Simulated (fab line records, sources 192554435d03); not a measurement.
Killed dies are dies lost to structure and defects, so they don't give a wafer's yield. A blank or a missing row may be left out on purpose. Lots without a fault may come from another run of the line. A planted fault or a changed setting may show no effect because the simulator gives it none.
Chamber matching | flow n5_finfet | N5_SD_EPI_N_ETCHBACK_44 on rie_diel-05: 4 sister chambers
The step etches SiNx in CH3F/O2, stops on SiO2, target depth 14.5 nm. 4 wafers are shown with their chamber, then 9 later ones without.

WAFERS WITH THEIR CHAMBER
wafer  | chamber | drypump_motor_current_A (A)
L082.3 | 3       | 5.6
L090.3 | 2       | 5.1
L090.4 | 0       | 5.7
L090.6 | 1       | 6.1

WAFERS WITHOUT THEIR CHAMBER
wafer  | drypump_motor_current_A (A)
L091.1 | 5.8
L091.5 | 5.1
L091.6 | 5.7
L092.1 | 6.1
L092.3 | 5.1
L092.4 | 6.1
L097.1 | 5.7
L097.5 | 5.7
L097.6 | 5.1

WHICH CHAMBER EACH WENT THROUGH
wafer  | from the rows above | in truth
L091.1 | 0                   | 0
L091.5 | 2                   | 2
L091.6 | 0                   | 0
L092.1 | 1                   | 1
L092.3 | 2                   | 2
L092.4 | 1                   | 1
L097.1 | 0                   | 0
L097.5 | 0                   | 0
L097.6 | 2                   | 2
Placed correctly: 9 of 9. Can't be placed from these rows: 0. Placed wrongly: 0.
How it was worked out, from the rows above alone: a wafer's distance from a chamber is the root of the sum, over the readings, of the square of ((its reading less the chamber's mean) divided by the reading's scatter). The wafer belongs to the nearest chamber; if the next one is less than 2 further off, it can't be placed. A chamber's mean is the mean of its shown wafers. The scatter: with one shown wafer a chamber, the root of the mean of the squares of how far each hidden wafer lies from its nearest shown one.
